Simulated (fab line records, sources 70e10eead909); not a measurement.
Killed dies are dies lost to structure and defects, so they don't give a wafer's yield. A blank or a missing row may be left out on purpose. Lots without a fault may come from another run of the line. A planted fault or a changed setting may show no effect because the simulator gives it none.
fab line records | flow nand_harc
record lots=7 wafers=21 last_day=24
route steps=1159 shown A_SLIT@802 A_SIN_REMOVE@804 A_WL_FILL@809 END@1159
lots that met no fault: from a run of the same line without faults
start_h: hours from the record's first day to the start of the lot's first wafer shown | wait_h: hours since the lot's step before | " the same as in the row above | L1.1+2: a row that stands for several wafers | - no value, or no start given | * or withheld: withheld | < > ~ a bound
route shown NAME@n: a module of which the file shows steps, and the number in the route of the first | usual: mean/standard deviation of fault-free wafers | same: alike in all rows | chamber/n: place in a boat | sites: the reading at each site | _std_site: their standard deviation | _edge_site: outer sites' mean less inner sites' | radius_mm: how far each site lies from the wafer's centre | mask NAME#n: copy n | behind: the tool/chamber that last shaped the wafer | hold: why the lot was held/for how many hours/how that ended | device: the transistor (n, p or np) that didn't switch | end of line: the same wafers' tests at the end of the route | a step without rows: its recipe alone | killed: dies lost to structure and defects at the first sort, not the wafer's yield | map: a wafer's dies, x killed, . not, _ none there
set.NAME: the setting as run; set.NAME@STEP: as run at that earlier step | model.NAME: the simulator's own value behind a step, which no gauge read
lots at some steps of the route; a table a step, a row a wafer
services: from which hour (start_h, from the record's first day; less than 0 if before it) a tool's chamber was out of use, for how many hours, and why
## steps
# step NHARC_A_SLIT_SRD_20
# step NHARC_A_SLIT_CD_MEAS_21
# usual cd_nm=289.7/0.73
# columns lot.wafer tool chamber start_h wait_h cd_nm
L722.1 cd_sem-03 - 342.64 - 289.9
L722.2 " - " " 290.4
L722.4 " - " " 289.9
L723.4 cd_sem-03 - 352.81 - 288.6
L723.5 " - " " 289.0
L723.6 " - " " 288.9
L732.2 cd_sem-03 - 409.67 - 289.3
L732.4 " - " " 289.5
L732.5 " - " " 289.3
L733.1 cd_sem-01 - 411.21 - 289.6
L733.2 " - " " 290.2
L733.6 " - " " 289.7
L734.4 cd_sem-01 - 420.22 - 289.0
L734.5 " - " " 289.6
L734.6 " - " " 288.5
L736.3 cd_sem-02 - 443.13 - 289.3
L736.4 " - " " 289.7
L736.5 " - " " 289.5
L741.1 cd_sem-02 - 464.44 - 289.5
L741.4 " - " " 290.2
L741.5 " - " " 289.5
# step NHARC_A_SIN_REMOVE_WET_00
# recipe temp_c=160 time_s=15300 chemistry=H3PO4
# step NHARC_A_SIN_REMOVE_PRECLEAN_01
# recipe time_s=* temp_c=50 bath_age_min=0 chemistry=SC1
# step NHARC_A_SIN_REMOVE_SRD_02
# step NHARC_A_SIN_REMOVE_INSPECT_04
# usual raw_defect_count=315/90
# columns lot.wafer tool chamber start_h wait_h raw_defect_count
L722.1 defect_inspect-02 - 349.68 0.0 239
L722.2 " - " " 357
L722.4 " - " " 257
L723.4 defect_inspect-01 - 360.52 0.0 374
L723.5 " - " " 225
L723.6 " - " " 343
L733.1 defect_inspect-02 - 417.27 0.0 263
L733.2 " - " " 290
L733.6 " - " " 306
L732.2 defect_inspect-01 - 417.28 0.0 329
L732.4 " - " " 371
L732.5 " - " " 353
L734.4 defect_inspect-02 - 427.93 0.0 322
L734.5 " - " " 317
L734.6 " - " " 207
L736.3 defect_inspect-02 - 450.80 0.0 339
L736.4 " - " " 389
L736.5 " - " " 347
L741.1 defect_inspect-01 - 470.55 0.0 196
L741.4 " - " " 235
L741.5 " - " " 259
# step NHARC_A_WL_FILL_ALD_00
# recipe target_thk_a=30 pulse_time_s=3 ald_cycles=30 temp_c=300 material=Al2O3
# usual heater_power_w=456/40 precursor_pulse_height_rel=0.999/0.017
# columns lot.wafer tool chamber start_h wait_h heater_power_w precursor_pulse_height_rel
L722.4 ald_hk-01 3 349.75 0.1 437 0.997
L722.1 " 0 " " 400 1.017
L722.2 " 1 " " 462 1.008
L723.4 ald_hk-02 0 360.63 0.1 504 1.000
L723.6 " 2 " " 439 0.989
L723.5 " 3 " " 429 0.981
L733.2 ald_hk-04 3 417.56 0.3 528 1.002
L733.1 " 0 " " 435 1.000
L733.6 " 1 " " 464 0.973
L732.2 ald_hk-04 1 417.72 0.4 463 1.022
L732.4 " 2 " " 418 0.979
L732.5 " 0 " " 440 1.017
L734.4 ald_hk-02 3 428.02 0.1 436 1.015
L734.6 " 2 " " 439 0.993
L734.5 " 3 " " 439 0.994
L736.3 ald_hk-02 0 450.86 0.1 529 1.013
L736.4 " 3 " " 444 1.004
L736.5 " 1 " " 432 1.019
L741.4 ald_hk-04 2 470.62 0.1 427 1.015
L741.1 " 1 " " 466 0.978
L741.5 " 3 " " 524 0.968
# step NHARC_A_WL_FILL_RTA_01
# recipe temp_c=1000 time_s=5
# usual lamp_power_pct=28.3/1.4 lamp_zone_2_pct=28.3/1.4 wafer_temp_C_max=1005.4/1.6
# columns lot.wafer tool chamber start_h wait_h lamp_power_pct lamp_zone_2_pct wafer_temp_C_max
L722.1 rtp_anneal-02 0 350.02 - 26.7 26.7 1007.2
L722.2 " 0 " " 26.7 26.7 1007.2
L722.4 " 0 " " 26.7 26.7 1005.5
L723.4 rtp_anneal-01 0 360.93 - 29.6 29.6 1005.1
L723.5 " 0 " " 29.6 29.6 1004.2
L723.6 " 0 " " 29.6 29.6 1005.4
L733.1 rtp_anneal-01 0 417.78 - 29.5 29.6 1004.5
L733.2 " 0 " " 29.6 29.6 1004.6
L733.6 " 0 " " 29.6 29.6 1004.3
L732.2 rtp_anneal-02 0 417.96 - 26.7 26.8 1008.2
L732.4 " 0 " " 26.8 26.7 1007.0
L732.5 " 0 " " 26.8 26.8 1007.0
L734.4 rtp_anneal-01 0 428.35 - 29.6 29.6 1004.0
L734.5 " 0 " " 29.6 29.6 1004.8
L734.6 " 0 " " 29.6 29.6 1003.3
L736.3 rtp_anneal-01 0 451.19 - 29.6 29.6 1004.4
L736.4 " 0 " " 29.7 29.6 1004.9
L736.5 " 0 " " 29.6 29.6 1004.4
L741.1 rtp_anneal-01 0 471.00 - 29.6 29.6 1004.5
L741.4 " 0 " " 29.5 29.6 1004.0
L741.5 " 0 " " 29.6 29.6 1005.2
# step NHARC_A_WL_FILL_ALD_02
# recipe target_thk_a=20 pulse_time_s=3 ald_cycles=100 temp_c=450 material=TiN
# usual heater_power_w=1071/130 precursor_pulse_height_rel=1.001/0.02
# columns lot.wafer tool chamber start_h wait_h heater_power_w precursor_pulse_height_rel
L722.4 ald_metal-03 0 350.24 0.1 1264 0.985
L722.1 " 2 " " 789 1.032
L722.2 " 3 " " 1015 1.010
L723.4 ald_metal-02 1 361.06 0.1 1171 1.002
L723.5 " 1 " " 1180 0.996
L723.6 " 2 " " 1125 1.016
L733.1 ald_metal-03 0 418.07 0.3 1312 0.985
L733.2 " 1 " " 1030 1.052
L733.6 " 2 " " 804 0.991
L732.2 ald_metal-02 0 418.15 0.2 1055 0.984
L732.4 " 2 " " 1108 1.026
L732.5 " 1 " " 1195 1.040
L734.4 ald_metal-02 0 428.51 0.1 1039 1.016
L734.6 " 3 " " 987 1.041
L734.5 " 0 " " 1060 1.033
L736.4 ald_metal-02 1 451.35 0.1 1174 1.013
L736.3 " 2 " " 1103 0.998
L736.5 " 2 " " 1149 1.003
L741.4 ald_metal-03 3 471.26 0.1 1031 1.015
L741.1 " 0 " " 1272 0.995
L741.5 " 3 " " 1006 1.011
# step NHARC_A_WL_FILL_CVD_03
# recipe target_thk_a=400 temp_c=300 pressure_torr=40 wf6_flow_sccm=40 h2_flow_sccm=1600 ar_flow_sccm=1560 time_s=3302 material=W
# usual heater_power_w=516/38 throttle_valve_pct=8.06/0.22
# columns lot.wafer tool chamber start_h wait_h heater_power_w throttle_valve_pct
L722.2 cvd_w-01 0 350.68 0.1 512 8.07
L722.1 " 1 " " 554 8.21
L722.4 " 0 " " 520 7.97
L723.4 cvd_w-02 0 362.91 1.5 440 8.22
L723.5 " 1 " " 509 7.80
L723.6 " 0 " " 440 8.33
L733.1 cvd_w-02 0 418.43 0.1 469 8.12
L733.2 " 1 " " 524 7.82
L733.6 " 0 420.35 2.0 470 7.98
L732.2 cvd_w-01 0 422.00 3.5 525 8.13
L732.4 " 0 423.87 5.3 514 8.09
L732.5 " 0 " " 519 8.27
L734.4 cvd_w-01 1 429.86 1.0 565 8.04
L734.6 " 1 " " 558 8.12
L734.5 " 0 " " 506 8.30
L736.3 cvd_w-02 0 452.72 1.0 467 8.07
L736.4 " 1 " " 512 7.91
L736.5 " 0 " " 466 8.16
L741.1 cvd_w-01 0 474.33 2.7 510 8.37
L741.4 " 0 " " 530 8.39
L741.5 " 1 476.67 5.1 573 8.01
# step NHARC_A_WL_FILL_ETCHBACK_04
# recipe target_depth_a=600 time_s=120 chemistry=NF3
# usual drypump_motor_current_A=6.2/0.35 oes_product_au=1.000/0.0073
# columns lot.wafer tool chamber start_h wait_h drypump_motor_current_A oes_product_au rf_hours_counter_h
L722.1 rie_metal-03 0 354.00 2.4 6.5 0.997 1.7
L722.2 " 1 " " 6.2 0.992 1.8
L722.4 " 0 " " 6.5 1.008 -
L723.4 rie_metal-02 1 364.91 1.5 5.7 0.996 -
L723.6 " 0 " " 6.5 1.002 -
L723.5 " 1 " " 5.7 1.000 -
L733.1 rie_metal-02 0 421.80 2.9 6.5 0.741 0.8
L733.2 " 1 " " 5.7 0.749 0.8
L733.6 " 1 " " 5.7 0.743 -
L732.2 rie_metal-02 1 427.16 4.2 5.7 0.757 1.0
L732.4 " 0 " " 6.6 0.746 -
L732.5 " 0 " " 6.5 0.753 -
L734.4 rie_metal-02 0 432.35 2.0 6.6 0.745 -
L734.6 " 1 " " 5.7 0.745 -
L734.5 " 0 " " 6.6 0.750 -
L736.4 rie_metal-01 1 455.13 1.5 6.4 0.992 -
L736.3 " 0 " " 6.7 1.007 -
L736.5 " 1 " " 6.4 0.996 -
L741.1 rie_metal-03 1 477.65 2.9 6.2 0.995 0.5
L741.4 " 1 " " 6.2 1.010 -
L741.5 " 1 " " 6.2 0.997 -
# step NHARC_A_WL_FILL_ETCHBACK_05
# recipe target_depth_a=220 time_s=60 temp_c=40 chemistry=Cl2/BCl3
# usual drypump_motor_current_A=6.3/0.35 oes_product_au=0.999/0.0075
# columns lot.wafer tool chamber start_h wait_h drypump_motor_current_A oes_product_au rf_hours_counter_h
L722.2 rie_metal-03 1 354.25 0.2 6.2 0.992 2.0
L722.1 " 0 " " 6.4 1.007 1.8
L722.4 " 0 " " 6.4 1.009 -
L723.4 rie_metal-02 0 365.07 0.1 6.6 0.998 -
L723.6 " 0 " " 6.6 1.004 -
L723.5 " 1 " " 5.7 1.006 -
L733.1 rie_metal-02 0 422.04 0.2 6.5 1.012 0.9
L733.2 " 1 " " 5.7 0.999 0.9
L733.6 " 0 " " 6.5 1.005 -
L732.2 rie_metal-02 1 427.41 0.2 5.7 0.992 1.1
L732.4 " 0 " " 6.5 0.998 -
L732.5 " 1 " " 5.7 0.981 -
L734.4 rie_metal-02 1 432.51 0.1 5.7 1.007 -
L734.6 " 1 " " 5.7 1.008 -
L734.5 " 0 " " 6.5 1.004 -
L736.3 rie_metal-01 1 455.33 0.1 6.3 0.998 -
L736.4 " 0 " " 6.7 1.008 -
L736.5 " 0 " " 6.6 1.006 -
L741.1 rie_metal-03 0 477.87 0.2 6.4 1.002 0.6
L741.4 " 1 " " 6.2 1.002 -
L741.5 " 0 " " 6.4 1.001 -
# step NHARC_END_SORT_01
# recipe temp_c=25
# usual killed_at_array=29/11 killed_at_other=0.6/0.92 killed_at_periphery=3.2/2 killed_dies=33/11 killed_open=3.2/2 killed_short=1.9/1.5
# same gross_dies=677
# columns lot.wafer tool chamber start_h wait_h killed_at_array killed_at_other killed_at_periphery killed_dies killed_open killed_short
L733.1 prober-02 0 519.45 2.5 672 0 5 677 5 6
L733.2 prober-02 0 520.25 2.8 672 0 5 677 5 2
L733.6 prober-02 0 523.43 4.0 675 0 2 677 2 0
L732.2 prober-01 0 527.90 2.8 676 0 1 677 1 2
L732.4 prober-01 0 529.50 3.4 674 0 3 677 2 1
L732.5 prober-01 0 530.30 3.7 673 0 4 677 3 2
L734.4 prober-02 0 536.14 3.4 674 1 2 677 3 1
L734.5 prober-02 0 536.95 3.7 674 0 3 677 7 1
L734.6 prober-02 0 537.76 4.0 673 2 2 677 3 4
# killed by level:class
L733.1 A_WL_FILL:area_etchback=623 A_CHANNEL_HOLE_D1:chamber_film_flake=18 A_SLIT:chamber_film_flake=17 A_STAIRCASE:chamber_film_flake=4 A_CHANNEL_FILL_D1:geometric_particle:short=2 A_M1:geometric_particle:open=2 A_CONTACT:chamber_film_flake=2 P_GATE:geometric_particle:open=1
L733.2 A_WL_FILL:area_etchback=634 A_CHANNEL_HOLE_D1:chamber_film_flake=17 A_SLIT:chamber_film_flake=10 A_STAIRCASE:chamber_film_flake=3 A_CONTACT:chamber_film_flake=3 P_GATE:geometric_particle:open=2 P_STI:chamber_film_flake=2 A_SOURCE_PLATE:geometric_particle:short=1
L733.6 A_WL_FILL:area_etchback=629 A_CHANNEL_HOLE_D1:chamber_film_flake=22 A_SLIT:chamber_film_flake=16 A_CONTACT:chamber_film_flake=5 P_STI:chamber_film_flake=2 A_WL_FILL:geometric_particle:open=1 A_M0:geometric_particle:open=1 A_STAIRCASE:chamber_film_flake=1
L732.2 A_WL_FILL:area_etchback=657 A_CHANNEL_HOLE_D1:chamber_film_flake=9 A_CONTACT:chamber_film_flake=3 A_STAIRCASE:chamber_film_flake=2 A_WL_FILL:chamber_film_flake=2 A_ONON_D1:geometric_particle:short=1 A_WL_FILL:geometric_particle:short=1 A_CONTACT:geometric_particle:open=1
L732.4 A_WL_FILL:area_etchback=666 A_CHANNEL_HOLE_D1:chamber_film_flake=4 A_CONTACT:chamber_film_flake=2 P_STI:geometric_particle:open=1 P_M1:geometric_particle:short=1 A_CHANNEL_FILL_D1:geometric_particle:open=1 P_GATE:chamber_film_flake=1 A_STAIRCASE:chamber_film_flake=1
L732.5 A_WL_FILL:area_etchback=659 A_CHANNEL_HOLE_D1:chamber_film_flake=4 A_STAIRCASE:chamber_film_flake=3 A_WL_FILL:geometric_particle:open=2 P_GATE:chamber_film_flake=2 P_STI:geometric_particle:short=1 A_CHANNEL_FILL_D1:geometric_particle:open=1 A_WL_FILL:geometric_particle:short=1
L734.4 A_WL_FILL:area_etchback=639 A_CHANNEL_HOLE_D1:chamber_film_flake=23 A_CONTACT:chamber_film_flake=5 A_CONTACT:geometric_particle:open=2 A_STAIRCASE:chamber_film_flake=2 A_M0:chamber_film_flake=2 P_CONTACT:geometric_particle:open=1 A_SGD_CUT:geometric_particle:short=1
L734.5 A_WL_FILL:area_etchback=639 A_CHANNEL_HOLE_D1:chamber_film_flake=20 A_STAIRCASE:chamber_film_flake=5 P_CONTACT:geometric_particle:open=2 A_SGD_CUT:geometric_particle:open=2 A_CONTACT:chamber_film_flake=2 A_SOURCE_PLATE:geometric_particle:open=1 A_CHANNEL_HOLE_D1:geometric_particle:open=1
L734.6 A_WL_FILL:area_etchback=642 A_CHANNEL_HOLE_D1:chamber_film_flake=19 A_CONTACT:chamber_film_flake=3 A_CONTACT:geometric_particle:open=2 A_STAIRCASE:chamber_film_flake=2 THIN_TSV:chamber_film_flake=2 P_M0:geometric_particle:open=1 A_CHANNEL_FILL_D1:geometric_particle:short=1
# map L732.2 (x killed, . not)
____________x____________
_________xxxxxxx_________
_______xxxxxxxxxxx_______
______xxxxxxxxxxxxx______
_____xxxxxxxxxxxxxxx_____
____xxxxxxxxxxxxxxxxx____
____xxxxxxxxxxxxxxxxx____
___xxxxxxxxxxxxxxxxxxx___
___xxxxxxxxxxxxxxxxxxx___
__xxxxxxxxxxxxxxxxxxxxx__
__xxxxxxxxxxxxxxxxxxxxx__
_xxxxxxxxxxxxxxxxxxxxxxx_
_xxxxxxxxxxxxxxxxxxxxxxx_
_xxxxxxxxxxxxxxxxxxxxxxx_
_xxxxxxxxxxxxxxxxxxxxxxx_
_xxxxxxxxxxxxxxxxxxxxxxx_
xxxxxxxxxxxxxxxxxxxxxxxxx
xxxxxxxxxxxxxxxxxxxxxxxxx
xxxxxxxxxxxxxxxxxxxxxxxxx
xxxxxxxxxxxxxxxxxxxxxxxxx
xxxxxxxxxxxxxxxxxxxxxxxxx
_xxxxxxxxxxxxxxxxxxxxxxx_
_xxxxxxxxxxxxxxxxxxxxxxx_
_xxxxxxxxxxxxxxxxxxxxxxx_
_xxxxxxxxxxxxxxxxxxxxxxx_
_xxxxxxxxxxxxxxxxxxxxxxx_
__xxxxxxxxxxxxxxxxxxxxx__
__xxxxxxxxxxxxxxxxxxxxx__
___xxxxxxxxxxxxxxxxxxx___
___xxxxxxxxxxxxxxxxxxx___
____xxxxxxxxxxxxxxxxx____
____xxxxxxxxxxxxxxxxx____
_____xxxxxxxxxxxxxxx_____
______xxxxxxxxxxxxx______
_______xxxxxxxxxxx_______
_________xxxxxxx_________
____________x____________
# map L733.1 (x killed, . not)
____________x____________
_________xxxxxxx_________
_______xxxxxxxxxxx_______
______xxxxxxxxxxxxx______
_____xxxxxxxxxxxxxxx_____
____xxxxxxxxxxxxxxxxx____
____xxxxxxxxxxxxxxxxx____
___xxxxxxxxxxxxxxxxxxx___
___xxxxxxxxxxxxxxxxxxx___
__xxxxxxxxxxxxxxxxxxxxx__
__xxxxxxxxxxxxxxxxxxxxx__
_xxxxxxxxxxxxxxxxxxxxxxx_
_xxxxxxxxxxxxxxxxxxxxxxx_
_xxxxxxxxxxxxxxxxxxxxxxx_
_xxxxxxxxxxxxxxxxxxxxxxx_
_xxxxxxxxxxxxxxxxxxxxxxx_
xxxxxxxxxxxxxxxxxxxxxxxxx
xxxxxxxxxxxxxxxxxxxxxxxxx
xxxxxxxxxxxxxxxxxxxxxxxxx
xxxxxxxxxxxxxxxxxxxxxxxxx
xxxxxxxxxxxxxxxxxxxxxxxxx
_xxxxxxxxxxxxxxxxxxxxxxx_
_xxxxxxxxxxxxxxxxxxxxxxx_
_xxxxxxxxxxxxxxxxxxxxxxx_
_xxxxxxxxxxxxxxxxxxxxxxx_
_xxxxxxxxxxxxxxxxxxxxxxx_
__xxxxxxxxxxxxxxxxxxxxx__
__xxxxxxxxxxxxxxxxxxxxx__
___xxxxxxxxxxxxxxxxxxx___
___xxxxxxxxxxxxxxxxxxx___
____xxxxxxxxxxxxxxxxx____
____xxxxxxxxxxxxxxxxx____
_____xxxxxxxxxxxxxxx_____
______xxxxxxxxxxxxx______
_______xxxxxxxxxxx_______
_________xxxxxxx_________
____________x____________
## services
# columns tool chamber start_h hours kind
rie_metal-01 0 331.13 1.8 repair
rie_metal-01 - 332.00 9.0 pm
ald_metal-02 1 341.87 3.0 repair
ald_hk-04 - 371.32 10.0 pm
ald_metal-02 0 374.03 - clean
ald_metal-02 1 374.03 - clean
ald_metal-02 2 374.03 - clean
ald_metal-02 3 374.03 - clean
cvd_w-02 - 379.58 13.0 pm
rie_metal-03 0 386.19 3.6 repair
rie_metal-02 - 388.00 9.0 pm
rie_metal-02 0 388.00 9.0 vent_cycle
rie_metal-02 1 388.00 9.0 vent_cycle
rie_metal-02 0 397.00 - clean
rie_metal-02 1 397.00 - clean
ald_hk-01 - 412.54 10.0 pm
ald_metal-02 - 433.19 0.5 repair
ald_metal-03 1 448.42 9.4 repair
rie_metal-03 - 453.00 9.0 pm
rie_metal-03 0 453.00 9.0 vent_cycle
rie_metal-03 1 453.00 9.0 vent_cycle
ald_hk-02 - 458.80 10.0 pm
rie_metal-03 0 462.00 - clean
rie_metal-01 - 466.55 1.1 repair
## key
first_sign step=NHARC_A_WL_FILL_ETCHBACK_04 reading=oes_product_au direction=down sigmas=35 usual=1.000 struck=0.748
effect step=NHARC_END_SORT_01 reading=killed_at_array direction=up sigmas=61 usual=29 struck=674
more_kills_born_at NHARC_A_WL_FILL_ETCHBACK_04@rie_metal-02=5788
met_at NHARC_A_WL_FILL_ETCHBACK_04
struck_wafers L732.2,L732.4,L732.5,L733.1,L733.2,L733.6,L734.4,L734.5,L734.6
later_rows_left_out L732.2,L732.4,L732.5,L733.1,L733.2,L733.6,L734.4,L734.5,L734.6
tester_left_out L732,L733,L734
onset_between 364.91 421.80
fault kind=process_parameter_drift tool=rie_metal-02 chamber=- onset_h=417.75 steps=NHARC_A_WL_FILL_ETCHBACK_04 channel=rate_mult offset=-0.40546 shape=step end_h=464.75
# tester_left_out: of these lots the tester's yield and bins aren't shown, on N5 and GAA mostly nor the transistor test; their killed dies are dies lost to structure and defects alone, not to doping, threshold or leakage, so they don't give the yield
# later_rows_left_out: the simulator's readings of these wafers behind a module that went badly wrong aren't trusted and aren't shown, but for the sort
